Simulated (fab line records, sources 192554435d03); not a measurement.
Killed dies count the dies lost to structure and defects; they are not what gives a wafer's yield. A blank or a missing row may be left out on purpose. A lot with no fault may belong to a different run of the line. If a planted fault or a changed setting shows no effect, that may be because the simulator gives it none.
fab line records	flow n5Finfet	part 1 of 2: steps 1 to 18 of 31
[record] lots = 5	wafers = 15	lastDay = 17
route steps=1938 shown HKMG_FIN@402
lots that met no fault: from a run of the same line without faults
startH: hours from the record's first day to the start of the lot's first wafer shown	waitH: hours since the lot's step before	" identical to the entry in the row above	L1.1+2: one row covering several wafers at once	- no value, or no start was given	* or withheld: withheld	< > ~ a bound
route shown NAME@n: a module of which the file shows steps, and the number in the route of the first	usual: mean and standard deviation over wafers with no fault	same: alike in all rows	chamber/n: place in a boat	sites: per-site readings	_std_site: the values' standard deviation	_edge_site: mean of outer sites minus mean of inner sites	radiusMm: for every site, how far away it sits from the centre of the wafer	mask NAME#n: copy n	behind: the tool/chamber that last shaped the wafer	hold: cause of the lot's hold/its duration in hours/its outcome	device: whichever transistor did not switch (one of n, p or np)	end of line: tests of these same wafers at the route's end	a step without rows: its recipe alone	killed: the dies lost at the first sort to structure and to defects; this is not the yield of the wafer	map: the dies of a wafer, with x for killed, . for not killed, _ for no die there
set.NAME: the setting that was run; set.NAME@STEP: the one run at that earlier step	model.NAME: the simulator's own value behind a step, which no gauge read
a table for each step, a row for each wafer; lots at some steps of the route
services: from which hour (startH, from the record's first day; less than 0 if before it) a tool's chamber was out of use, for how many hours, and why
[[steps]]
[step N5_HKMG_FIN_ETCH_54]
[recipe] chemistry = CF4	target = SiARC	targetDepthA = 455	maskMaterial = CAR-ArF	timeS = 75.8	ionEnergyEv = 80	pressureMtorr = 40	sourceW = 545	biasW = 36	Ar_flow_sccm = 100	cf4FlowSccm = 100	ends = cleared
[usual] chamberPressureMTorr = 40.00/0.037	drypumpMotorCurrentA = 5.8/0.41	etchRfOnTimeS = 75.6/0.77	mfcArSccm = 100.0/0.32	oesProductAu = 0.65/0.055	rfVppV = 184.2/0.93	showerheadPlenumPTorr = 2.16/0.042	throttleValvePct = 15.57/0.16
lot.wafer	tool	chamber	startH	waitH	chamberPressureMTorr	drypumpMotorCurrentA	etchRfOnTimeS	mfcArSccm	oesProductAu	rfHoursCounterH	rfVppV	showerheadPlenumPTorr	throttleValvePct
L075.1	rieDiel-05	1	79.68	0.0	40.01	6.3	74.9	100.1	0.79	9	184.2	2.11	15.25
L075.3	"	2	"	"	39.95	5.7	75.7	99.2	0.64	168	183.7	2.14	15.44
L075.5	"	1	"	"	39.97	6.3	74.9	100.1	0.80	-	182.6	2.11	15.25
L076.2	rieDiel-02	0	82.61	0.0	40.00	6.2	75.9	99.9	0.77	30	184.6	2.18	15.42
L076.3	"	2	"	"	40.07	4.8	74.7	99.8	0.65	131	184.4	2.15	15.79
L076.5	"	0	"	"	39.96	6.2	75.0	100.2	0.77	-	184.4	2.18	15.43
L078.2	rieDiel-04	1	96.34	0.0	40.10	5.3	76.3	100.2	0.61	188	184.9	2.21	15.55
L078.5	"	1	"	"	39.96	5.4	76.4	100.3	0.61	-	184.0	2.21	15.55
L078.6	"	0	"	"	39.99	6.0	75.3	100.2	0.60	-	183.2	2.13	15.52
L081.2	rieDiel-04	2	113.09	0.0	39.97	6.2	76.0	99.6	0.64	166	185.8	2.13	15.61
L081.5	"	1	"	"	40.02	5.3	77.4	99.9	0.59	-	184.7	2.21	15.58
L081.6	"	2	"	"	40.03	6.2	75.6	100.1	0.65	-	183.7	2.13	15.59
L092.1	rieDiel-05	3	188.83	0.0	40.05	5.5	76.5	100.1	0.63	170	184.8	2.22	15.59
L092.5	"	0	"	"	40.06	6.1	75.5	99.9	0.65	-	184.9	2.15	15.63
L092.6	"	3	"	"	40.02	5.5	76.6	100.0	0.63	-	184.8	2.22	15.60
[step N5_HKMG_FIN_ETCH_55]
[recipe] chemistry = N2/H2	target = SOC	targetDepthA = 2400	tempC = 40	timeS = 300	ionEnergyEv = 200	maskMaterial = SiARC	pressureMtorr = 30	sourceW = 840	biasW = 150	n2FlowSccm = 200	h2FlowSccm = 200
[usual] chamberPressureMTorr = 29.998/0.027	drypumpMotorCurrentA = 5.8/0.41	n2FlowSccm = 200.0/0.57	oesProductAu = 0.76/0.064	rfVppV = 524.4/1.7	showerheadPlenumPTorr = 2.56/0.054	throttleValvePct = 17.77/0.2
[same] timeS = 300
lot.wafer	tool	chamber	startH	waitH	chamberPressureMTorr	drypumpMotorCurrentA	n2FlowSccm	oesProductAu	rfHoursCounterH	rfVppV	showerheadPlenumPTorr	throttleValvePct
L075.1	rieDiel-05	1	79.74	0.0	30.009	6.3	200.5	0.93	9	523.5	2.49	17.36
L075.3	"	2	"	"	30.012	5.7	199.8	0.76	168	523.9	2.53	17.61
L075.5	"	1	"	"	29.993	6.3	199.9	0.93	-	522.5	2.49	17.37
L076.2	rieDiel-02	0	82.67	0.0	29.952	6.2	200.7	0.90	30	526.9	2.59	17.63
L076.3	"	2	"	"	30.033	4.9	199.7	0.77	131	525.1	2.55	18.08
L076.5	"	0	"	"	30.014	6.2	200.7	0.91	-	526.1	2.59	17.66
L078.2	rieDiel-04	1	96.39	0.0	29.988	5.4	200.1	0.71	188	526.7	2.64	17.79
L078.5	"	1	"	"	30.015	5.3	200.1	0.72	-	527.3	2.64	17.77
L078.6	"	0	"	"	30.003	6.0	199.6	0.69	-	524.0	2.53	17.76
L081.2	rieDiel-04	2	113.15	0.0	29.986	6.2	199.7	0.77	166	524.4	2.53	17.77
L081.5	"	1	"	"	30.029	5.3	200.4	0.72	-	526.9	2.63	17.80
L081.6	"	2	"	"	29.990	6.2	199.9	0.76	-	524.1	2.53	17.78
L092.1	rieDiel-05	3	188.88	0.0	30.059	5.5	199.4	0.74	171	527.4	2.64	17.79
L092.5	"	0	"	"	29.984	6.1	200.2	0.74	-	523.0	2.55	17.83
L092.6	"	3	"	"	29.990	5.5	199.5	0.73	-	526.0	2.64	17.80
[step N5_HKMG_FIN_STRIP_56]
[recipe] chemistry = N2/H2	tempC = 40	n2FlowSccm = 200	h2FlowSccm = 200	rfFrequencyHz = 6e+07
lot.wafer	tool	chamber	startH	waitH
L075.1+3+5	rieDiel-05	1,2,1	79.92	0.1
L076.2+3+5	rieDiel-02	0,2,0	82.85	0.1
L078.2+5+6	rieDiel-04	1,1,0	96.57	0.1
L081.2+5+6	rieDiel-04	2,1,2	113.33	0.1
L092.1+5+6	rieDiel-05	3,0,3	189.06	0.1
[step N5_HKMG_FIN_STRIP_57]
[recipe] chemistry = CF4	resist = SiARC	powerW = 300	biasPowerW = 75	pressureMtorr = 50	cf4FlowSccm = 150	rfFrequencyHz = 6e+07
[usual] biasPowerW = 75.02/0.2	chamberPressureMTorr = 50.00/0.051	drypumpMotorCurrentA = 5.8/0.41	oesProductAu = 0.75/0.06	powerW = 300.1/0.96	rfVppV = 271.4/1.1	showerheadPlenumPTorr = 1.81/0.034	throttleValvePct = 13.55/0.16
lot.wafer	tool	chamber	startH	waitH	biasPowerW	chamberPressureMTorr	drypumpMotorCurrentA	oesProductAu	powerW	rfHoursCounterH	rfVppV	showerheadPlenumPTorr	throttleValvePct
L075.1	rieDiel-05	1	79.93	0.0	75.21	50.05	6.3	0.91	300.3	9	271.7	1.77	13.21
L075.3	"	2	"	"	74.90	49.93	5.7	0.74	299.8	168	271.4	1.79	13.39
L075.5	"	1	"	"	75.21	50.04	6.3	0.91	300.9	-	270.5	1.77	13.23
L076.2	rieDiel-02	0	82.86	0.0	75.04	49.99	6.2	0.88	299.3	30	272.5	1.83	13.36
L076.3	"	2	"	"	74.91	50.00	4.9	0.75	300.3	131	271.9	1.80	13.73
L076.5	"	0	"	"	75.28	50.08	6.2	0.89	301.0	-	272.7	1.83	13.38
L078.2	rieDiel-04	1	96.58	0.0	75.04	49.99	5.3	0.71	299.5	189	272.6	1.85	13.56
L078.5	"	1	"	"	75.25	50.00	5.3	0.71	297.6	-	272.6	1.85	13.56
L078.6	"	0	"	"	75.13	50.05	6.0	0.69	299.3	-	270.7	1.78	13.53
L081.2	rieDiel-04	2	113.34	0.0	75.28	50.10	6.2	0.75	299.4	166	269.5	1.79	13.59
L081.5	"	1	"	"	75.38	50.00	5.3	0.71	301.5	-	272.4	1.85	13.56
L081.6	"	2	"	"	75.05	49.99	6.2	0.74	299.8	-	271.2	1.79	13.58
L092.1	rieDiel-05	3	189.07	0.0	75.30	50.00	5.5	0.73	302.0	171	271.8	1.86	13.58
L092.5	"	0	"	"	75.01	50.01	6.1	0.74	301.7	-	272.0	1.80	13.61
L092.6	"	3	"	"	75.24	50.03	5.5	0.74	301.1	-	271.1	1.86	13.59
[step N5_HKMG_FIN_ETCH_58]
[recipe] chemistry = N2/H2	target = SOC	targetDepthA = 2158	ionEnergyEv = 50	biasW = 13	timeS = 741	pressureMtorr = 30	sourceW = 875	n2FlowSccm = 200	h2FlowSccm = 200
[usual] chamberPressureMTorr = 30.000/0.029	drypumpMotorCurrentA = 5.8/0.41	n2FlowSccm = 200.0/0.62	oesProductAu = 0.76/0.063	rfVppV = 99.2/0.81	showerheadPlenumPTorr = 2.56/0.054	throttleValvePct = 17.73/0.19
[same] timeS = 741
lot.wafer	tool	chamber	startH	waitH	chamberPressureMTorr	drypumpMotorCurrentA	n2FlowSccm	oesProductAu	rfHoursCounterH	rfVppV	showerheadPlenumPTorr	throttleValvePct
L075.1	rieDiel-05	1	79.95	0.0	30.052	6.3	199.5	0.93	10	98.8	2.49	17.31
L075.3	"	2	"	"	29.961	5.7	199.9	0.75	168	99.2	2.53	17.56
L075.5	"	1	"	"	29.958	6.3	199.9	0.93	-	99.8	2.49	17.31
L076.2	rieDiel-02	0	82.88	0.0	30.042	6.2	200.1	0.89	30	99.0	2.59	17.61
L076.3	"	2	"	"	30.008	4.9	200.4	0.76	131	102.0	2.55	18.03
L076.5	"	0	"	"	30.028	6.3	199.3	0.90	-	98.7	2.59	17.59
L078.2	rieDiel-04	1	96.60	0.0	30.001	5.4	200.1	0.71	189	98.6	2.64	17.74
L078.5	"	1	"	"	30.006	5.4	200.3	0.72	-	99.1	2.64	17.74
L078.6	"	0	"	"	29.940	6.0	200.9	0.70	-	99.3	2.53	17.72
L081.2	rieDiel-04	2	113.36	0.0	30.010	6.2	199.7	0.76	166	98.5	2.53	17.74
L081.5	"	1	"	"	29.972	5.3	200.7	0.70	-	99.0	2.63	17.76
L081.6	"	2	"	"	30.049	6.2	199.9	0.76	-	97.6	2.53	17.73
L092.1	rieDiel-05	3	189.09	0.0	29.962	5.5	200.4	0.74	171	99.8	2.64	17.74
L092.5	"	0	"	"	29.947	6.1	200.8	0.75	-	99.0	2.55	17.80
L092.6	"	3	"	"	29.996	5.5	200.1	0.73	-	98.9	2.64	17.75
[step N5_HKMG_FIN_STRIP_93]
[recipe] chemistry = N2/H2	material = SOC	timeS = 20	powerW = 500	tempC = 40	pressureMtorr = 50	rfFrequencyHz = 6e+07	biasPowerW = 8	h2Frac = 0.5	n2FlowSccm = 300	h2FlowSccm = 300
[usual] biasPowerW = 7.996/0.024	chamberPressureMTorr = 49.99/0.043	drypumpMotorCurrentA = 5.8/0.41	n2FlowSccm = 300.0/0.88	oesProductAu = 0.76/0.063	powerW = 499.8/1.4	rfVppV = 54.2/0.88	showerheadPlenumPTorr = 3.38/0.069	throttleValvePct = 18.9/0.32
[same] timeS = 20
lot.wafer	tool	chamber	startH	waitH	biasPowerW	chamberPressureMTorr	drypumpMotorCurrentA	n2FlowSccm	oesProductAu	powerW	rfHoursCounterH	rfVppV	showerheadPlenumPTorr	throttleValvePct
L075.1	rieDiel-05	1	80.37	0.2	8.006	50.06	6.3	300.2	0.92	499.7	10	53.9	3.30	18.3
L075.3	"	2	"	"	7.989	49.95	5.7	300.7	0.75	502.0	169	55.2	3.35	18.8
L075.5	"	1	"	"	7.984	49.96	6.3	298.9	0.93	499.2	-	53.9	3.30	18.2
L076.2	rieDiel-02	0	83.30	0.2	8.028	49.99	6.2	300.6	0.90	499.2	31	53.6	3.41	18.8
L076.3	"	2	"	"	8.009	50.03	4.9	301.7	0.77	500.1	131	54.7	3.37	19.5
L076.5	"	0	"	"	7.997	50.04	6.2	300.5	0.90	499.1	-	54.5	3.41	18.8
L078.2	rieDiel-04	1	97.03	0.2	8.019	50.01	5.3	299.5	0.70	500.6	189	55.9	3.48	18.9
L078.5	"	1	"	"	8.024	49.98	5.3	299.8	0.72	499.0	-	55.0	3.48	18.9
L078.6	"	0	"	"	8.007	50.00	6.0	300.2	0.70	500.6	-	53.7	3.34	19.0
L081.2	rieDiel-04	2	113.79	0.2	8.024	49.99	6.3	300.9	0.76	503.0	166	54.0	3.34	18.9
L081.5	"	1	"	"	8.046	49.98	5.4	299.9	0.71	500.7	-	54.5	3.47	18.9
L081.6	"	2	"	"	8.007	49.95	6.3	300.2	0.77	497.1	-	54.7	3.34	18.9
L092.1	rieDiel-05	3	189.52	0.2	7.995	50.00	5.5	300.9	0.74	500.5	171	54.9	3.49	18.9
L092.5	"	0	"	"	7.989	50.02	6.2	299.8	0.76	498.1	-	53.6	3.37	19.0
L092.6	"	3	"	"	8.004	49.99	5.5	299.8	0.74	497.4	-	54.3	3.49	18.9
[step N5_HKMG_FIN_WET_ETCH_76]
[recipe] chemistry = dNH4OH	mix = 1:50	tempC = 25	target = Al2O3	stopOn = La2O3	targetDepthNm = 2.25	dry = ipaMarangoni	rinseTimeS = 30	rinseTempC = 23
lot.wafer	tool	chamber	startH	waitH
L075.1+3+5	wetBench-02	4,6,0	80.46	0.1
L076.2+3+5	wetBench-04	3,0,2	83.39	0.1
L078.2+5+6	wetBench-04	6,1,5	97.11	0.1
L081.2+5+6	wetBench-04	6,4,1	113.87	0.1
L092.1+5+6	wetBench-04	7,5,4	189.60	0.1
[step N5_HKMG_FIN_STRIP_60]
[recipe] chemistry = N2/H2	powerW = 2500	tempC = 300	h2Frac = 0.65	timeS = 360	pressureMtorr = withheld	n2FlowSccm = 1750	h2FlowSccm = 3250
[usual] drypumpMotorCurrentA = 5.25/0.21	heaterPowerW = 481/28	n2FlowSccm = 1751/5.5
[same] timeS = 360
lot.wafer	tool	chamber	startH	waitH	drypumpMotorCurrentA	heaterPowerW	n2FlowSccm	rfHoursCounterH
L075.1	plasmaAsher-01	1	80.52	0.0	4.90	454	1752	88
L075.3	"	1	"	"	4.90	444	1751	-
L075.5	"	1	"	"	4.91	433	1752	-
L076.2	plasmaAsher-02	0	83.45	0.0	5.41	497	1762	37
L076.3	"	0	"	"	5.40	495	1747	-
L076.5	"	0	"	"	5.41	487	1744	-
L078.2	plasmaAsher-01	1	97.18	0.0	4.93	435	1749	91
L078.5	"	0	"	"	5.39	480	1753	-
L078.6	"	1	"	"	4.89	433	1748	-
L081.2	plasmaAsher-01	0	113.94	0.0	5.38	485	1758	95
L081.5	"	0	"	"	5.39	478	1756	-
L081.6	"	1	"	"	4.90	432	1754	-
L092.1	plasmaAsher-02	1	189.67	0.0	5.30	496	1747	57
L092.5	"	1	"	"	5.31	503	1756	-
L092.6	"	0	"	"	5.42	485	1743	-
[step N5_HKMG_FIN_WET_ETCH_77]
[recipe] chemistry = dHCl	mix = 1:10000	tempC = 25	target = La2O3	stopOn = HfO2	targetDepthNm = 2
lot.wafer	tool	chamber	startH	waitH
L075.1+3+5	wetBench-01	4,7,5	80.91	0.3
L076.2+3+5	wetBench-01	5,6,0	83.84	0.3
L078.2+5+6	wetBench-01	5,0,2	97.57	0.3
L081.2+5+6	wetBench-04	3,2,5	114.32	0.3
L092.1+5+6	wetBench-02	1,2,4	190.06	0.3
[step N5_HKMG_FIN_WET_ETCH_78]
[recipe] chemistry = dNH4OH	mix = 1:50	tempC = 25	target = Al2O3	stopOn = La2O3	targetDepthNm = 4.5	dry = ipaMarangoni	rinseTimeS = 30	rinseTempC = 23
lot.wafer	tool	chamber	startH	waitH
L075.1+3+5	wetBench-01	4,7,5	80.94	0.0
L076.2+3+5	wetBench-01	5,6,0	83.87	0.0
L078.2+5+6	wetBench-01	5,0,2	97.60	0.0
L081.2+5+6	wetBench-04	3,2,5	114.35	0.0
L092.1+5+6	wetBench-02	1,2,4	190.09	0.0
[step N5_HKMG_FIN_ALD_79]
[recipe] material = TiN	targetThkA = 15	tempC = 400	aldPrecursorFamily = TiCl4	aldCoReactant = NH3	pulseTimeS = 1	purgeTimeS = 3	coReactantPurgeTimeS = 2	coReactantPulseTimeS = 2	aldCycles = 68	pressureTorr = 3
[usual] heaterPowerW = 892/59	precursorPulseHeightRel = 1.001/0.021
[same] pulseTimeS = 1
lot.wafer	tool	chamber	startH	waitH	heaterPowerW	precursorPulseHeightRel
L075.1	aldMetal-03	2	81.01	0.0	893	1.001
L075.3	"	1	"	"	795	0.976
L075.5	"	2	"	"	899	1.019
L076.2	aldMetal-03	3	83.94	0.0	933	0.979
L076.3	"	1	"	"	783	1.004
L076.5	"	1	"	"	781	1.005
L078.2	aldMetal-01	3	97.67	0.0	952	0.999
L078.5	"	0	"	"	962	1.012
L078.6	"	3	"	"	942	1.039
L081.2	aldMetal-01	2	114.43	0.0	819	0.979
L081.5	"	3	"	"	950	0.963
L081.6	"	2	"	"	816	1.014
L092.1	aldMetal-03	3	190.16	0.0	935	1.000
L092.5	"	2	"	"	890	1.027
L092.6	"	1	"	"	785	1.015
[step N5_HKMG_FIN_CVD_62]
[recipe] material = a-Si	targetThkA = 30	tempC = 500	precursor = Si2H6	pressureTorr = 1	timeS = 20.8
[usual] heaterPowerW = 1367/71
[same] timeS = 20.8
lot.wafer	tool	chamber	startH	waitH	heaterPowerW
L075.1	thermalCvdSi-02	2	81.37	0.2	1453
L075.3	"	0	"	"	1399
L075.5	"	2	"	"	1450
L076.2	thermalCvdSi-01	2	84.30	0.2	1270
L076.3	"	0	"	"	1416
L076.5	"	1	"	"	1425
L078.2	thermalCvdSi-01	2	98.03	0.2	1296
L078.5	"	1	"	"	1458
L078.6	"	0	"	"	1405
L081.2	thermalCvdSi-02	0	114.79	0.2	1350
L081.5	"	2	"	"	1450
L081.6	"	0	"	"	1348
L092.1	thermalCvdSi-01	1	190.52	0.2	1401
L092.5	"	1	"	"	1464
L092.6	"	2	"	"	1283
[step N5_HKMG_FIN_RTA_80]
[recipe] tempC = withheld	timeS = 2	ambient = N2	idleTempC = 600	rampUpCPerS = 150	rampDownCPerS = 60	coolToC = 600
[same] timeS = 2
lot.wafer	tool	chamber	startH	waitH
L075.1+3+5	rtpAnneal-01	0	81.55	0.1
L076.2+3+5	rtpAnneal-01	0	84.47	0.1
L078.2+5+6	rtpAnneal-01	0	98.18	0.1
L081.2+5+6	rtpAnneal-02	0	114.94	0.1
L092.1+5+6	rtpAnneal-01	0	190.66	0.1
[step N5_HKMG_FIN_PRECLEAN_64]
[recipe] chemistry = dHF	timeS = 30	tempC = 25	dilution = withheld
[same] timeS = 30
lot.wafer	tool	chamber	startH	waitH
L075.1+3+5	wetBench-02	7,4,6	81.70	0.1
L076.2+3+5	wetBench-04	7,3,4	84.59	0.1
L078.2+5+6	wetBench-02	3,2,1	98.31	0.1
L081.2+5+6	wetBench-02	5,3,1	115.07	0.1
L092.1+5+6	wetBench-01	2,1,5	190.81	0.1
[step N5_HKMG_FIN_WET_ETCH_65]
[recipe] chemistry = TMAH	tempC = 70	concWtPct = 5	target = a-Si	stopOn = TiN	timeS = 49	targetDepthNm = 3
[usual] bathGuardTempC = 70.0/0.6
[same] timeS = 49
lot.wafer	tool	chamber	startH	waitH	bathGuardTempC
L075.1	wetBench-02	7	81.71	0.0	69.7
L075.3	"	4	"	"	70.4
L075.5	"	6	"	"	70.3
L076.2	wetBench-04	7	84.60	0.0	70.4
L076.3	"	3	"	"	70.3
L076.5	"	4	"	"	69.9
L078.2	wetBench-02	3	98.32	0.0	70.7
L078.5	"	2	"	"	68.7
L078.6	"	1	"	"	69.6
L081.2	wetBench-02	5	115.08	0.0	70.0
L081.5	"	3	"	"	70.6
L081.6	"	1	"	"	69.7
L092.1	wetBench-01	2	190.82	0.0	69.6
L092.5	"	1	"	"	69.3
L092.6	"	5	"	"	70.2
[step N5_HKMG_FIN_WET_ETCH_81]
[recipe] chemistry = SC1	target = TiN	stopOn = HfO2	mix = 1:1:5	tempC = 60	timeS = 57	targetDepthNm = 6
[usual] bathGuardTempC = 59.9/0.61
[same] timeS = 57
lot.wafer	tool	chamber	startH	waitH	bathGuardTempC
L075.1	wetBench-02	7	81.72	0.0	59.8
L075.3	"	4	"	"	60.2
L075.5	"	6	"	"	60.3
L076.2	wetBench-04	7	84.62	0.0	59.9
L076.3	"	3	"	"	60.5
L076.5	"	4	"	"	59.7
L078.2	wetBench-02	3	98.33	0.0	60.6
L078.5	"	2	"	"	59.3
L078.6	"	1	"	"	59.9
L081.2	wetBench-02	5	115.09	0.0	60.1
L081.5	"	3	"	"	60.8
L081.6	"	1	"	"	59.7
L092.1	wetBench-01	2	190.83	0.0	59.5
L092.5	"	1	"	"	59.6
L092.6	"	5	"	"	60.5
[step N5_HKMG_FIN_WET_ETCH_82]
[recipe] chemistry = dHCl	mix = 1:10000	tempC = 25	target = La2O3	stopOn = HfO2	targetDepthNm = 2	dry = ipaMarangoni	rinseTimeS = 30	rinseTempC = 23
lot.wafer	tool	chamber	startH	waitH
L075.1+3+5	wetBench-02	7,4,6	81.75	0.0
L076.2+3+5	wetBench-04	7,3,4	84.65	0.0
L078.2+5+6	wetBench-02	3,2,1	98.37	0.0
L081.2+5+6	wetBench-02	5,3,1	115.13	0.0
L092.1+5+6	wetBench-01	2,1,5	190.86	0.0
[step N5_HKMG_FIN_ALD_36]
[recipe] material = TiN	targetThkA = 10	tempC = 400	aldPrecursorFamily = TiCl4	aldCoReactant = NH3	pulseTimeS = 1	purgeTimeS = 3	coReactantPurgeTimeS = 2	coReactantPulseTimeS = 2	aldCycles = 47	pressureTorr = 3
[usual] heaterPowerW = 898/61	precursorPulseHeightRel = 0.999/0.019
[same] pulseTimeS = 1
lot.wafer	tool	chamber	startH	waitH	heaterPowerW	precursorPulseHeightRel
L075.1	aldMetal-02	0	81.94	0.2	937	0.967
L075.3	"	1	"	"	928	0.995
L075.5	"	2	"	"	870	1.020
L076.2	aldMetal-02	2	84.71	0.0	876	0.980
L076.3	"	1	"	"	911	1.029
L076.5	"	2	"	"	888	0.976
L078.2	aldMetal-03	2	98.43	0.0	921	1.013
L078.5	"	0	"	"	882	1.015
L078.6	"	3	"	"	934	1.025
L081.2	aldMetal-02	2	115.19	0.0	856	1.004
L081.5	"	3	"	"	957	1.016
L081.6	"	0	"	"	924	0.979
L092.1	aldMetal-01	3	190.96	0.1	940	0.981
L092.5	"	3	"	"	939	0.978
L092.6	"	0	"	"	937	0.989
